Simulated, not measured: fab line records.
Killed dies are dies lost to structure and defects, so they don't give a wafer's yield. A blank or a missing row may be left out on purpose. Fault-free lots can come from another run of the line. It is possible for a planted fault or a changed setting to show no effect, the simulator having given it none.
fab line records | flow nand_harc
[record] lots = 6 wafers = 18 last_day = 24
route steps=1159 shown A_CONTACT@849 END@1159
lots that met no fault: from a run of the same line without faults
start_h: start of the lot's first displayed wafer, in hours after the record's first day | wait_h: hours elapsed since this lot's preceding step | " same as the row above | L1.1+2: a row that stands for several wafers | - no value, or no start was given | * or withheld: withheld | < > ~ a bound
route shown NAME@n: a module of which the file shows steps, and the number in the route of the first | usual: mean/standard deviation of fault-free wafers | same: alike in all rows | chamber/n: place in a boat | sites: each site's reading | _std_site: their standard deviation | _edge_site: mean of outer sites minus mean of inner sites | radius_mm: for every site, how far away it sits from the centre of the wafer | mask NAME#n: copy n | behind: tool/chamber where the wafer was last shaped | hold: reason for holding the lot/hours on hold/outcome of the hold | device: transistor that didn't switch, given as n, p or np | end of line: the route-end tests of the same wafers | a step without rows: its recipe alone | killed: not the wafer's yield, but the dies lost to structure and defects at the first sort | map: a wafer's dies, x killed, . not, _ none there
set.NAME: the setting the step ran with; set.NAME@STEP: the setting that earlier step ran with | model.NAME: the simulator's own value behind a step, which no gauge read
a table for each step, a row for each wafer; lots at some steps of the route
services: the hour from which a tool's chamber was out of use, counted from the record's first day as start_h (under 0 if before that day), plus the number of hours and why
[[steps]]
[step NHARC_A_CONTACT_SOFTBAKE_37]
[recipe] temp_c = 105 time_s = 55
[step NHARC_A_CONTACT_EBR_38]
[step NHARC_A_CONTACT_EXPOSE_39]
[recipe] na = 1.35 sigma_outer = 0.8 dose_mj = 58.79 mask_id = A_CC_3
[step NHARC_A_CONTACT_PEB_40]
[recipe] peb_temp_c = 100 peb_time_s = 65
[step NHARC_A_CONTACT_DEVELOP_41]
[recipe] develop_time_s = 35 dev_temp_c = 23
[step NHARC_A_CONTACT_CD_MEAS_42]
[recipe] target_cd_nm = 200 landing_energy_ev = 500
[usual] cd_nm = 200.6/0.63
// columns lot.wafer tool chamber start_h wait_h cd_nm
L870.1 cd_sem-02 0 376.34 - 199.7
L870.2 " 0 " " 200.0
L870.3 " 0 " " 199.7
L876.2 cd_sem-01 0 409.49 - 200.2
L876.3 " 0 " " 201.4
L876.5 " 0 " " 200.4
L877.3 cd_sem-01 0 422.79 - 199.9
L877.4 " 0 " " 201.0
L877.5 " 0 " " 200.1
L881.2 cd_sem-03 0 446.20 - 200.5
L881.3 " 0 " " 200.5
L881.5 " 0 " " 201.0
L886.1 cd_sem-03 0 471.72 - 201.8
L886.2 " 0 " " 200.8
L886.5 " 0 " " 201.1
L891.1 cd_sem-03 0 509.07 - 200.4
L891.2 " 0 " " 200.6
L891.5 " 0 " " 200.3
[step NHARC_A_CONTACT_OVL_MEAS_43]
[usual] overlay_x_nm = 0.0/0.75 overlay_y_nm = 0.1/1
// columns lot.wafer tool chamber start_h wait_h overlay_x_nm overlay_y_nm
L870.1 overlay-02 - 376.42 - 0.2 -1.0
L870.2 " - " " 0.2 -1.3
L870.3 " - " " 0.1 -0.8
L876.2 overlay-02 - 409.58 - 0.0 0.7
L876.3 " - " " 0.2 1.2
L876.5 " - " " 0.1 0.8
L877.3 overlay-02 - 422.89 - -0.3 -0.7
L877.4 " - " " -1.0 0.2
L877.5 " - " " -0.2 -0.4
L881.2 overlay-01 - 446.28 - 0.4 0.3
L881.3 " - " " 0.9 0.0
L881.5 " - " " -0.1 0.1
L886.1 overlay-01 - 471.81 - -0.5 1.1
L886.2 " - " " -0.1 0.9
L886.5 " - " " -0.3 0.7
L891.1 overlay-02 - 509.16 - -0.4 0.9
L891.2 " - " " -0.6 0.6
L891.5 " - " " 0.1 0.6
[step NHARC_A_CONTACT_INSPECT_44]
[usual] raw_defect_count = 27/12
// columns lot.wafer tool chamber start_h wait_h raw_defect_count
L870.1 defect_inspect-01 - 376.46 0.0 25
L870.2 " - " " 18
L870.3 " - " " 27
L876.2 defect_inspect-02 - 409.62 0.0 24
L876.3 " - " " 34
L876.5 " - " " 28
L877.3 defect_inspect-02 - 422.93 0.0 26
L877.4 " - " " 40
L877.5 " - " " 36
L881.2 defect_inspect-02 - 446.32 0.0 18
L881.3 " - " " 39
L881.5 " - " " 20
L886.1 defect_inspect-01 - 471.85 0.0 15
L886.2 " - " " 15
L886.5 " - " " 11
L891.1 defect_inspect-01 - 509.19 0.0 13
L891.2 " - " " 20
L891.5 " - " " 13
[step NHARC_A_CONTACT_DESCUM_47]
[recipe] time_s = 3 o2_flow_sccm = 200 ar_flow_sccm = 0 bias_power_w = 0 chemistry = O2
[usual] drypump_motor_current_A = 5.6/0.51 oes_product_au = 0.997/0.014 rf_vpp_V = 57.7/0.85 showerhead_plenum_p_Torr = 1.93/0.061 throttle_valve_pct = 11.311/0.0093
[same] time_s = 3
// columns lot.wafer tool chamber start_h wait_h drypump_motor_current_A oes_product_au rf_hours_counter_h rf_vpp_V showerhead_plenum_p_Torr throttle_valve_pct
L870.2 rie_diel-04 2 376.53 0.1 5.8 0.995 11 58.9 1.97 11.312
L870.1 " 3 " " 5.4 1.021 12 59.0 2.01 11.317
L870.3 " 0 " " 6.0 1.002 11 56.4 1.89 11.316
L876.2 rie_diel-04 3 409.68 0.1 5.4 1.012 18 55.8 2.01 11.322
L876.3 " 2 " " 5.8 1.004 18 57.7 1.97 11.319
L876.5 " 3 " " 5.4 1.009 - 58.3 2.01 11.319
L877.3 rie_diel-04 0 422.99 0.1 5.9 1.004 20 57.4 1.89 11.308
L877.4 " 1 " " 5.0 0.971 20 58.1 1.90 11.314
L877.5 " 0 " " 5.9 0.999 - 58.6 1.89 11.304
L881.2 rie_diel-04 0 446.38 0.1 5.9 0.999 23 58.1 1.88 11.330
L881.3 " 2 " " 5.7 1.007 23 58.1 1.96 11.324
L881.5 " 0 " " 6.0 1.011 - 57.6 1.88 11.298
L886.1 rie_diel-05 3 471.91 0.1 6.3 1.016 48 57.8 1.85 11.312
L886.2 " 0 " " 6.3 0.987 47 56.3 1.86 11.300
L886.5 " 0 " " 6.3 0.991 - 57.8 1.86 11.307
L891.2 rie_diel-05 3 509.27 0.1 6.3 0.997 61 55.7 1.84 11.316
L891.1 " 1 " " 5.2 0.999 58 57.6 2.03 11.311
L891.5 " 3 " " 6.3 1.009 - 58.1 1.84 11.324
[step NHARC_A_CONTACT_ETCH_48]
[recipe] target_depth_a = 390 over_etch_frac = 0.3 time_s = 65 ion_energy_ev = 80 cf4_flow_sccm = 150 ar_flow_sccm = 0 rf_w = 300 bias_w = 100 chemistry = CF4
[usual] cf4_flow_sccm = 150.0/0.42 drypump_motor_current_A = 5.6/0.52 oes_product_au = 0.997/0.014 rf_vpp_V = 151.3/1.1 run_length_s = 86.3/0.38 showerhead_plenum_p_Torr = 1.79/0.052 throttle_valve_pct = 13.284/0.0082
[same] time_s = 65
// columns lot.wafer tool chamber start_h wait_h cf4_flow_sccm drypump_motor_current_A oes_product_au rf_hours_counter_h rf_vpp_V run_length_s showerhead_plenum_p_Torr throttle_valve_pct
L870.2 rie_diel-04 0 376.61 0.1 149.3 5.9 1.011 11 151.0 86.1 1.75 13.301
L870.1 " 2 " " 150.6 5.8 1.009 11 152.2 86.0 1.81 13.298
L870.3 " 3 " " 150.0 5.4 1.007 12 150.9 86.6 1.85 13.307
L876.2 rie_diel-04 1 409.76 0.1 150.4 5.0 0.973 18 150.0 86.3 1.76 13.287
L876.3 " 3 " " 149.8 5.5 1.014 18 150.7 87.3 1.85 13.292
L876.5 " 2 " " 150.4 5.8 1.004 - 151.5 86.0 1.81 13.269
L877.4 rie_diel-04 0 423.07 0.1 149.4 5.9 1.018 20 150.5 85.9 1.74 13.285
L877.3 " 1 " " 149.9 5.0 0.982 20 151.8 86.2 1.76 13.293
L877.5 " 0 " " 149.8 5.9 1.001 - 149.8 85.9 1.74 13.278
L881.2 rie_diel-04 2 446.47 0.1 150.2 5.8 1.014 23 151.5 86.3 1.81 13.287
L881.3 " 0 " " 150.0 5.9 1.023 23 150.7 86.0 1.74 13.282
L881.5 " 2 " " 150.5 5.8 1.003 - 151.4 85.7 1.81 13.283
L886.1 rie_diel-05 0 471.99 0.1 149.7 6.3 0.989 47 150.6 86.9 1.72 13.289
L886.2 " 2 " " 150.2 6.2 0.997 46 151.1 86.5 1.79 13.280
L886.5 " 0 " " 150.2 6.2 0.990 - 150.8 87.1 1.72 13.277
L891.1 rie_diel-05 3 509.34 0.1 150.6 6.3 0.996 61 150.2 86.2 1.71 13.293
L891.2 " 1 " " 150.1 5.2 0.993 58 152.0 86.1 1.87 13.277
L891.5 " 3 " " 150.2 6.3 1.011 - 149.7 86.8 1.71 13.288
[step NHARC_A_CONTACT_ETCH_49]
[recipe] target_depth_a = 2600 over_etch_frac = 0.3 time_s = 475.3 ion_energy_ev = 200 n2_flow_sccm = 150 h2_flow_sccm = 150 ar_flow_sccm = 0 rf_w = 400 bias_w = 150 chemistry = N2/H2
[usual] drypump_motor_current_A = 5.7/0.51 n2_flow_sccm = 150.0/0.44 oes_product_au = 0.998/0.015 rf_vpp_V = 431.2/2 run_length_s = 496.6/0.34 showerhead_plenum_p_Torr = 2.07/0.067 throttle_valve_pct = 14.173/0.0083
[same] time_s = 475.3
// columns lot.wafer tool chamber start_h wait_h drypump_motor_current_A n2_flow_sccm oes_product_au rf_hours_counter_h rf_vpp_V run_length_s showerhead_plenum_p_Torr throttle_valve_pct
L870.2 rie_diel-04 2 - - 5.9 150.0 1.001 11 432.1 496.4 2.10 14.176
L870.1 " 0 " " 6.0 149.8 1.014 11 430.4 496.5 2.01 14.185
L870.3 " 1 " " 5.1 149.9 0.958 11 430.8 496.5 2.03 14.173
L876.2 rie_diel-04 0 - - 6.0 150.4 1.007 17 429.2 496.2 2.01 14.185
L876.3 " 1 " " 5.1 150.0 0.981 18 428.8 496.4 2.02 14.169
L876.5 " 0 " " 6.0 150.6 1.001 - 429.2 496.8 2.01 14.165
L877.4 rie_diel-04 2 - - 5.8 149.8 1.010 20 433.0 496.1 2.10 14.166
L877.3 " 3 " " 5.5 150.5 1.025 21 432.5 496.7 2.14 14.168
L877.5 " 1 " " 5.1 149.7 0.993 - 430.4 496.8 2.02 14.161
L881.3 rie_diel-04 3 - - 5.4 150.1 1.008 24 433.0 497.3 2.14 14.178
L881.2 " 1 " " 5.0 150.1 0.979 24 431.1 496.4 2.02 14.166
L881.5 " 2 " " 5.8 149.7 1.010 - 431.3 496.0 2.10 14.171
L886.1 rie_diel-05 1 - - 5.2 150.8 0.988 43 436.0 496.5 2.18 14.184
L886.2 " 2 " " 6.3 149.9 0.987 46 430.8 497.3 2.06 14.163
L886.5 " 0 " " 6.3 150.1 0.990 - 429.4 496.8 1.98 14.179
L891.2 rie_diel-05 2 - - 6.3 150.3 0.998 58 431.8 497.1 2.06 14.168
L891.1 " 3 " " 6.3 149.3 1.003 61 426.9 496.7 1.96 14.162
L891.5 " 3 " " 6.3 149.4 0.998 - 429.0 496.8 1.96 14.185
[step NHARC_A_CONTACT_ETCH_50]
[recipe] target_depth_a = 847 time_s = 42.4 cf4_flow_sccm = 100 chf3_flow_sccm = 30 ar_flow_sccm = 0 rf_w = 500 bias_w = 200 chemistry = CF4/CHF3
[usual] cf4_flow_sccm = 100.0/0.31 drypump_motor_current_A = 5.6/0.51 oes_product_au = 0.942/0.026 rf_vpp_V = 371.2/1.8 run_length_s = 63.7/0.34 showerhead_plenum_p_Torr = 1.59/0.048 throttle_valve_pct = 16.803/0.0096
[same] time_s = 42.4
// columns lot.wafer tool chamber start_h wait_h cf4_flow_sccm drypump_motor_current_A oes_product_au rf_hours_counter_h rf_vpp_V run_length_s showerhead_plenum_p_Torr throttle_valve_pct
L870.2 rie_diel-04 2 - - 99.8 5.8 0.969 12 372.9 63.5 1.61 16.820
L870.3 " 0 " " 100.8 5.9 0.989 11 370.5 63.6 1.55 16.817
L870.1 " 1 " " 100.5 5.1 0.936 12 370.2 63.8 1.56 16.807
L876.3 rie_diel-04 0 - - 99.8 5.9 0.973 17 369.6 63.3 1.55 16.800
L876.2 " 1 " " 100.2 5.1 0.966 18 370.0 63.7 1.56 16.815
L876.5 " 1 " " 100.2 5.1 0.964 - 371.2 63.5 1.56 16.805
L877.3 rie_diel-04 3 - - 99.7 5.4 0.971 21 372.1 64.2 1.64 16.802
L877.4 " 2 " " 100.0 5.8 0.983 20 371.5 63.3 1.61 16.793
L877.5 " 3 " " 99.7 5.5 0.979 - 373.9 64.1 1.65 16.807
L881.2 rie_diel-04 0 - - 100.0 5.9 0.938 24 370.8 63.8 1.55 16.792
L881.3 " 3 " " 100.2 5.4 0.946 24 371.8 64.2 1.65 16.811
L881.5 " 1 " " 99.7 5.1 0.906 - 371.1 64.4 1.56 16.798
L886.2 rie_diel-05 3 - - 99.6 6.3 0.948 48 369.3 63.9 1.52 16.811
L886.1 " 1 " " 100.0 5.2 0.917 44 374.1 63.6 1.67 16.816
L886.5 " 0 " " 99.9 6.3 0.913 - 369.3 63.7 1.53 16.804
L891.1 rie_diel-05 1 - - 100.3 5.2 0.922 58 373.9 64.0 1.67 16.804
L891.2 " 0 " " 99.8 6.2 0.919 62 368.7 63.8 1.53 16.795
L891.5 " 1 " " 100.3 5.3 0.919 - 373.0 64.2 1.67 16.806
[step NHARC_A_CONTACT_ETCH_51]
[recipe] target_depth_a = 36000 over_etch_frac = 0.3 time_s = 936 ion_energy_ev = 150 o2_flow_sccm = 400 cos_flow_sccm = 20 ar_flow_sccm = 0 rf_w = 500 bias_w = 300 chemistry = O2/COS
[usual] drypump_motor_current_A = 5.7/0.52 oes_product_au = 0.997/0.015 rf_vpp_V = 314.6/1.5 run_length_s = 957.3/0.37 showerhead_plenum_p_Torr = 3.15/0.094 throttle_valve_pct = 28.331/0.0096
// columns lot.wafer tool chamber start_h wait_h drypump_motor_current_A oes_product_au rf_hours_counter_h rf_vpp_V run_length_s showerhead_plenum_p_Torr throttle_valve_pct
L870.3 rie_diel-04 1 377.12 - 5.1 0.956 12 314.5 957.2 3.10 28.342
L870.2 " 3 " " 5.4 1.024 13 316.8 957.7 3.27 28.330
L870.1 " 0 " " 6.0 1.009 11 314.3 956.8 3.08 28.338
L876.2 rie_diel-04 1 410.41 - 5.1 0.981 18 314.2 957.9 3.10 28.352
L876.3 " 2 " " 5.8 1.011 18 315.2 956.8 3.20 28.308
L876.5 " 3 " " 5.4 1.015 - 317.4 957.5 3.27 28.338
L877.3 rie_diel-04 1 423.58 - 5.0 0.974 21 313.4 957.2 3.10 28.328
L877.4 " 0 " " 6.0 1.008 20 314.3 673.9 3.08 28.338
L877.5 " 1 " " 5.1 0.970 - 313.0 957.3 3.10 28.316
L881.2 rie_diel-04 3 447.05 - 5.5 1.018 24 315.1 957.7 3.26 28.335
L881.3 " 0 " " 6.0 1.014 24 311.7 674.1 3.08 28.337
L881.5 " 3 " " 5.5 1.013 - 316.8 957.6 3.26 28.338
L886.1 rie_diel-05 2 473.12 - 6.3 1.002 46 315.6 958.0 3.16 28.332
L886.2 " 3 " " 6.3 1.012 48 314.4 957.2 3.02 28.361
L886.5 " 0 " " 6.3 0.991 - 314.1 957.6 3.04 28.326
L891.2 rie_diel-05 3 509.86 - 6.3 1.004 61 313.7 957.8 3.01 28.327
L891.1 " 1 " " 5.2 0.995 58 316.3 957.5 3.31 28.330
L891.5 " 3 " " 6.3 1.004 - 312.7 957.4 3.01 28.328
[step NHARC_A_CONTACT_ETCH_111]
[recipe] source_w = withheld pressure_mtorr = 20 bias_v = withheld time_s = 140 target_depth_a = 7000 ar_flow_sccm = withheld c4f8_flow_sccm = withheld o2_flow_sccm = withheld chemistry = C4F8/O2/Ar
[usual] run_length_s = 141.6/0.36
[same] time_s = 140
// columns lot.wafer tool chamber start_h wait_h rf_hours_counter_h run_length_s
L870.1 har_cap_etch-01 0 377.78 - 55 141.2
L870.2 " 1 " " 55 141.3
L870.3 " 0 " " - 141.0
L876.2 har_cap_etch-02 0 410.97 - 17 141.6
L876.3 " 0 " " - 141.3
L876.5 " 0 " " - 141.2
L877.4 har_cap_etch-01 1 424.30 - - 141.8
L877.3 " 0 " " - 141.1
L877.5 " 0 " " - 140.9
L881.2 har_cap_etch-02 0 447.64 - 22 141.1
L881.3 " 0 " " - 141.3
L881.5 " 1 " " - 141.7
L886.2 har_cap_etch-03 1 473.64 - 99 141.5
L886.1 " 0 " " 99 142.6
L886.5 " 1 " " - 142.0
L891.2 har_cap_etch-01 0 510.51 - 80 141.2
L891.1 " 1 " " 80 141.2
L891.5 " 1 " " - 141.2
[step NHARC_END_SORT_01]
[recipe] temp_c = 25
[usual] killed_at_array = 28/10 killed_at_other = 0.6/1.1 killed_at_periphery = 3.6/2.6 killed_dies = 32/10 killed_open = 3.3/1.8 killed_short = 1.9/1.4
[same] gross_dies = 677
// columns lot.wafer tool chamber start_h wait_h killed_at_array killed_at_other killed_at_periphery killed_dies killed_open killed_short
L877.4 prober-01 0 507.71 3.4 672 1 4 677 6 4
L881.3 prober-01 0 515.36 3.1 674 1 2 677 6 3
// killed by level:class
L877.4 A_CONTACT:area_etch=632 A_CHANNEL_HOLE_D1:chamber_film_flake=18 A_SLIT:chamber_film_flake=7 A_CHANNEL_FILL_D1:geometric_particle:open=3 A_WL_FILL:geometric_particle:short=2 P_STI:chamber_film_flake=2 A_ZERO_WELL:chamber_film_flake=2 A_CONTACT:chamber_film_flake=2
L881.3 A_CONTACT:area_etch=635 A_SLIT:chamber_film_flake=18 A_CHANNEL_HOLE_D1:chamber_film_flake=6 A_STAIRCASE:chamber_film_flake=4 A_CONTACT:geometric_particle:open=2 A_WL_FILL:chamber_film_flake=2 P_CONTACT:geometric_particle:open=1 P_CONTACT:geometric_particle:short=1
// map L877.4 (x killed, . not)
____________x____________
_________xxxxxxx_________
_______xxxxxxxxxxx_______
______xxxxxxxxxxxxx______
_____xxxxxxxxxxxxxxx_____
____xxxxxxxxxxxxxxxxx____
____xxxxxxxxxxxxxxxxx____
___xxxxxxxxxxxxxxxxxxx___
___xxxxxxxxxxxxxxxxxxx___
__xxxxxxxxxxxxxxxxxxxxx__
__xxxxxxxxxxxxxxxxxxxxx__
_xxxxxxxxxxxxxxxxxxxxxxx_
_xxxxxxxxxxxxxxxxxxxxxxx_
_xxxxxxxxxxxxxxxxxxxxxxx_
_xxxxxxxxxxxxxxxxxxxxxxx_
_xxxxxxxxxxxxxxxxxxxxxxx_
xxxxxxxxxxxxxxxxxxxxxxxxx
xxxxxxxxxxxxxxxxxxxxxxxxx
xxxxxxxxxxxxxxxxxxxxxxxxx
xxxxxxxxxxxxxxxxxxxxxxxxx
xxxxxxxxxxxxxxxxxxxxxxxxx
_xxxxxxxxxxxxxxxxxxxxxxx_
_xxxxxxxxxxxxxxxxxxxxxxx_
_xxxxxxxxxxxxxxxxxxxxxxx_
_xxxxxxxxxxxxxxxxxxxxxxx_
_xxxxxxxxxxxxxxxxxxxxxxx_
__xxxxxxxxxxxxxxxxxxxxx__
__xxxxxxxxxxxxxxxxxxxxx__
___xxxxxxxxxxxxxxxxxxx___
___xxxxxxxxxxxxxxxxxxx___
____xxxxxxxxxxxxxxxxx____
____xxxxxxxxxxxxxxxxx____
_____xxxxxxxxxxxxxxx_____
______xxxxxxxxxxxxx______
_______xxxxxxxxxxx_______
_________xxxxxxx_________
____________x____________
// map L881.3 (x killed, . not)
____________x____________
_________xxxxxxx_________
_______xxxxxxxxxxx_______
______xxxxxxxxxxxxx______
_____xxxxxxxxxxxxxxx_____
____xxxxxxxxxxxxxxxxx____
____xxxxxxxxxxxxxxxxx____
___xxxxxxxxxxxxxxxxxxx___
___xxxxxxxxxxxxxxxxxxx___
__xxxxxxxxxxxxxxxxxxxxx__
__xxxxxxxxxxxxxxxxxxxxx__
_xxxxxxxxxxxxxxxxxxxxxxx_
_xxxxxxxxxxxxxxxxxxxxxxx_
_xxxxxxxxxxxxxxxxxxxxxxx_
_xxxxxxxxxxxxxxxxxxxxxxx_
_xxxxxxxxxxxxxxxxxxxxxxx_
xxxxxxxxxxxxxxxxxxxxxxxxx
xxxxxxxxxxxxxxxxxxxxxxxxx
xxxxxxxxxxxxxxxxxxxxxxxxx
xxxxxxxxxxxxxxxxxxxxxxxxx
xxxxxxxxxxxxxxxxxxxxxxxxx
_xxxxxxxxxxxxxxxxxxxxxxx_
_xxxxxxxxxxxxxxxxxxxxxxx_
_xxxxxxxxxxxxxxxxxxxxxxx_
_xxxxxxxxxxxxxxxxxxxxxxx_
_xxxxxxxxxxxxxxxxxxxxxxx_
__xxxxxxxxxxxxxxxxxxxxx__
__xxxxxxxxxxxxxxxxxxxxx__
___xxxxxxxxxxxxxxxxxxx___
___xxxxxxxxxxxxxxxxxxx___
____xxxxxxxxxxxxxxxxx____
____xxxxxxxxxxxxxxxxx____
_____xxxxxxxxxxxxxxx_____
______xxxxxxxxxxxxx______
_______xxxxxxxxxxx_______
_________xxxxxxx_________
____________x____________
[[services]]
// columns tool chamber start_h hours kind
rie_diel-04 0 371.71 - clean
rie_diel-04 1 371.71 - clean
rie_diel-04 2 371.71 - clean
rie_diel-04 3 371.71 - clean
rie_diel-05 3 379.32 4.2 repair
rie_diel-04 0 396.21 - clean
rie_diel-04 1 396.21 - clean
rie_diel-04 2 396.21 - clean
rie_diel-04 3 396.21 - clean
rie_diel-04 0 420.79 - clean
rie_diel-04 1 420.79 - clean
rie_diel-04 2 420.79 - clean
rie_diel-04 3 420.79 - clean
rie_diel-04 0 445.29 - clean
rie_diel-04 1 445.29 - clean
rie_diel-04 2 445.29 - clean
rie_diel-04 3 445.29 - clean
rie_diel-04 0 449.74 7.2 repair
rie_diel-04 - 466.09 9.0 pm
rie_diel-04 0 466.09 9.0 vent_cycle
rie_diel-04 1 466.09 9.0 vent_cycle
rie_diel-04 2 466.09 9.0 vent_cycle
rie_diel-04 3 466.09 9.0 vent_cycle
rie_diel-04 0 475.09 - clean
[[key]]
[first_sign] step = NHARC_A_CONTACT_ETCH_51 reading = run_length_s direction = down sigmas = 99+ usual = * struck = *
[effect] step = NHARC_END_SORT_01 reading = killed_at_array direction = up sigmas = 63 usual = 28 struck = 673
[more_kills_born_at] NHARC_A_CONTACT_ETCH_51@rie_diel-04 = 1267
met_at NHARC_A_CONTACT_ETCH_51
struck_wafers L877.4,L881.3
later_rows_left_out L877.4,L881.3
tester_left_out L877,L881
onset_between 377.12 423.58
[fault] kind = process_parameter_drift tool = rie_diel-04 chamber = 0 onset_h = 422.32 steps = NHARC_A_CONTACT_ETCH_51 channel = time_s offset = * shape = step end_h = 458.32 acts_in = * stated = *
// tester_left_out: of these lots the tester's yield and bins aren't shown, on N5 and GAA mostly nor the transistor test; their killed dies are dies lost to structure and defects alone, not to doping, threshold or leakage, so they don't give the yield
// later_rows_left_out: the simulator's readings of these wafers behind a module that went badly wrong aren't trusted and aren't shown, but for the sort
